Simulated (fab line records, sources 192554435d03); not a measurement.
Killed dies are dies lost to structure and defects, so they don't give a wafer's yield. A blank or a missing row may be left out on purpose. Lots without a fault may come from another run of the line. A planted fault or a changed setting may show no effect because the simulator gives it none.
Chamber matching | flow n5_finfet | N5_BEOL_M5_ALD_86 on ald_metal-03: 4 sister chambers
The step deposits TaN, pulse time 2 s, purge time 3 s, co reactant purge time 2 s. 8 wafers are shown with their chamber, then 11 later ones without.

WAFERS WITH THEIR CHAMBER
wafer  | chamber | heater_power_w (W) | heater_power_outer_w (W)
L084.5 | 2       | 431                | 237
L085.2 | 3       | 411                | 246
L085.4 | 0       | 386                | 220
L085.6 | 2       | 442                | 233
L087.1 | 0       | 383                | 219
L087.2 | 3       | 403                | 240
L087.5 | 1       | 456                | 237
L091.1 | 1       | 447                | 235

WAFERS WITHOUT THEIR CHAMBER
wafer  | heater_power_w (W) | heater_power_outer_w (W)
L091.2 | 399                | 246
L091.4 | 444                | 235
L092.2 | 428                | 235
L092.4 | 452                | 235
L092.5 | 405                | 242
L095.1 | 404                | 238
L095.3 | 448                | 237
L095.6 | 404                | 243
L097.1 | 422                | 238
L097.3 | 462                | 234
L097.6 | 468                | 239

WHICH CHAMBER EACH WENT THROUGH
wafer  | from the rows above     | in truth
L091.2 | 3                       | 3
L091.4 | can't be placed: 2 or 1 | 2
L092.2 | 2                       | 2
L092.4 | 1                       | 1
L092.5 | 3                       | 3
L095.1 | 3                       | 3
L095.3 | can't be placed: 1 or 2 | 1
L095.6 | 3                       | 3
L097.1 | can't be placed: 2 or 3 | 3
L097.3 | 1                       | 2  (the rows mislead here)
L097.6 | 1                       | 1
Placed correctly: 7 of 11. Can't be placed from these rows: 3 (the true chamber is among the candidates in 3). Placed wrongly: 1.
How it was worked out, from the rows above alone: a wafer's distance from a chamber is the root of the sum, over the readings, of the square of ((its reading less the chamber's mean) divided by the reading's scatter). The wafer belongs to the nearest chamber; if the next one is less than 2 further off, it can't be placed. A chamber's mean is the mean of its shown wafers. The scatter: the root of (the sum of the squares of (reading less its chamber's mean) over the shown wafers, divided by (wafers less chambers)).
